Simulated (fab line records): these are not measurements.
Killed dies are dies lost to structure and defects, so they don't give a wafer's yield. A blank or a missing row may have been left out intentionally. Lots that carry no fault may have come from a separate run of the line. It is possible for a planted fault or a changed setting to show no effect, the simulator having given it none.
A lot that was struck, set against a sound lot | flow n5 finfet | 14 out of 1938 route steps
Sound: the wafers L858.4, L858.5. Struck: wafers L862.2, L862.3, L862.6. The cause is given at the end.
For every step that has rows: the tool of each side, followed by ch and its chambers, followed by its first start. Under that, the readings that differ: sound wafers | struck wafers | difference of the means | sigmas: that difference in standard deviations of wafers without a fault.
alike: a reading whose means differ by less than 2 such deviations, as well as words and numbers matching on both sides. not compared: withheld readings; readings where some wafer has no value; bounds like >300 that might hide an equal value; numbers whose values overlap and for which the record gives no deviation.
Wherever a step has rows on one side only, a row that says differs or no value, or a row with sigmas, the two part there. Non-overlapping numbers with no deviation appear without sigmas and do not part them. A reading that every wafer of one side lacks parts them only if that side has two wafers or more.

N5_BEOL_M0_SAQP_PECVD_96: deposits a-Si from SiH4/He, target thk 45 nm, time 45.2 s.
  sound on pecvd-02 ch 0,1, day 6 19:24; struck on pecvd-01 ch 0,1, day 7 13:41
  alike: heater power w, showerhead plenum p Torr, throttle valve pct
N5_BEOL_M0_SAQP_PECVD_97: deposits SiNx from SiH4/NH3/N2, target thk 23 nm, time 19.9 s.
  sound on pecvd-02 ch 0,1, day 6 19:26; struck on pecvd-01 ch 0,1, day 7 13:44
  alike: heater power w, showerhead plenum p Torr, throttle valve pct
N5_BEOL_M0_SAQP_PECVD_04: deposits a-Si from SiH4/He, target thk 60 nm, time 60.2 s.
  sound on pecvd-02 ch 0,1, day 6 19:29; struck on pecvd-01 ch 0,1, day 7 13:46
  alike: heater power w, showerhead plenum p Torr, throttle valve pct
N5_BEOL_M0_SAQP_THK_MEAS_05:
  struck on film metro-02, day 7 13:53; sound on film metro-02, day 6 19:34
  alike: thk nm
N5_BEOL_M0_SAQP_HM_DEP_111: deposits SiO2 from SiH4/N2O, target thk 12 nm, time 7.2 s.
  sound on pecvd-01 ch 0, day 6 19:37; struck on pecvd-03 ch 0,1, day 7 13:55
  alike: heater power w, showerhead plenum p Torr
then, 7 steps without rows for these wafers: N5_BEOL_M0_SAQP_COAT_81 (time 60 s, resist thk 100 nm); N5_BEOL_M0_SAQP_COAT_82 (time 60 s, resist thk 30 nm); N5_BEOL_M0_SAQP_COAT_08 (resist thk 90 nm); N5_BEOL_M0_SAQP_EBR_10; N5_BEOL_M0_SAQP_SOFTBAKE_09 (time 60 s); N5_BEOL_M0_SAQP_EXPOSE_11 (exposes mask M0 CORE, target cd 42 nm); N5_BEOL_M0_SAQP_PEB_12 (peb time 60 s).
N5_BEOL_M0_SAQP_DEVELOP_13: develop time 30 s.
  struck on litho track-04, day 7 14:18; sound on litho track-02 ch 0, day 6 20:01
  no value came back on the struck wafers for chill plate temp C (C), develop time s (s); on the sound wafers chill plate temp C (C) reads 23.08 22.99
  reading                                           | sound     | struck     | difference | sigmas
  model.CAR-ArF_of_BEOL_M0_SAQP_COAT_08.thk nm (nm) | 88.2 88.2 | 90 90.4 90 | +2         |
N5_BEOL_M0_SAQP_CD_MEAS_14 targets a cd of 42.5 nm.
  sound on cd sem-02 ch 0, day 6 20:05; struck on cd sem-03 ch 0, day 7 14:22
  reading    | sound     | struck | difference                    | sigmas
  cd nm (nm) | 42.2 42.2 | - - -  | no value on the struck wafers |

WHERE THEY PART
First at N5_BEOL_M0_SAQP_DEVELOP_13; last, within this record, at N5_BEOL_M0_SAQP_CD_MEAS_14.

WHY: whatever the simulator had introduced
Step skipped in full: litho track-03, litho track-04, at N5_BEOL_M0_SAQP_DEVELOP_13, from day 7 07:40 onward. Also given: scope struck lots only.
